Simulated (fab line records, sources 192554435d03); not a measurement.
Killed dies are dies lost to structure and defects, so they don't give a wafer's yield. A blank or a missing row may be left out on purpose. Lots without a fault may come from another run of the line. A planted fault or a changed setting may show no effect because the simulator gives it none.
Chamber matching | flow n5_finfet | N5_BEOL_M12_ILD_DEP_00 on pecvd-03: 3 sister chambers
The step deposits SiOC from DEMS/O2, target thk 658.92 nm, time 130.7 s. 6 wafers are shown with their chamber, then 8 later ones without.

WAFERS WITH THEIR CHAMBER
wafer  | chamber | heater_power_w (W) | showerhead_plenum_p_Torr (Torr)
L083.3 | 2       | 632                | 5.707
L083.4 | 2       | 665                | 5.706
L084.1 | 0       | 470                | 5.689
L084.4 | 0       | 484                | 5.682
L084.6 | 1       | 607                | 5.694
L086.1 | 1       | 537                | 5.699

WAFERS WITHOUT THEIR CHAMBER
wafer  | heater_power_w (W) | showerhead_plenum_p_Torr (Torr)
L086.2 | 706                | 5.699
L086.3 | 396                | 5.690
L094.2 | 492                | 5.685
L094.3 | 619                | 5.709
L094.5 | 661                | 5.712
L097.1 | 596                | 5.687
L097.4 | 619                | 5.713
L097.5 | 617                | 5.683

WHICH CHAMBER EACH WENT THROUGH
wafer  | from the rows above     | in truth
L086.2 | can't be placed: 2 or 1 | 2
L086.3 | 0                       | 0
L094.2 | 0                       | 0
L094.3 | 2                       | 2
L094.5 | 2                       | 2
L097.1 | can't be placed: 1 or 0 | 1
L097.4 | 2                       | 2
L097.5 | can't be placed: 1 or 0 | 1
Placed correctly: 5 of 8. Can't be placed from these rows: 3 (the true chamber is among the candidates in 3). Placed wrongly: 0.
How it was worked out, from the rows above alone: a wafer's distance from a chamber is the root of the sum, over the readings, of the square of ((its reading less the chamber's mean) divided by the reading's scatter). The wafer belongs to the nearest chamber; if the next one is less than 2 further off, it can't be placed. A chamber's mean is the mean of its shown wafers. The scatter: the root of (the sum of the squares of (reading less its chamber's mean) over the shown wafers, divided by (wafers less chambers)).
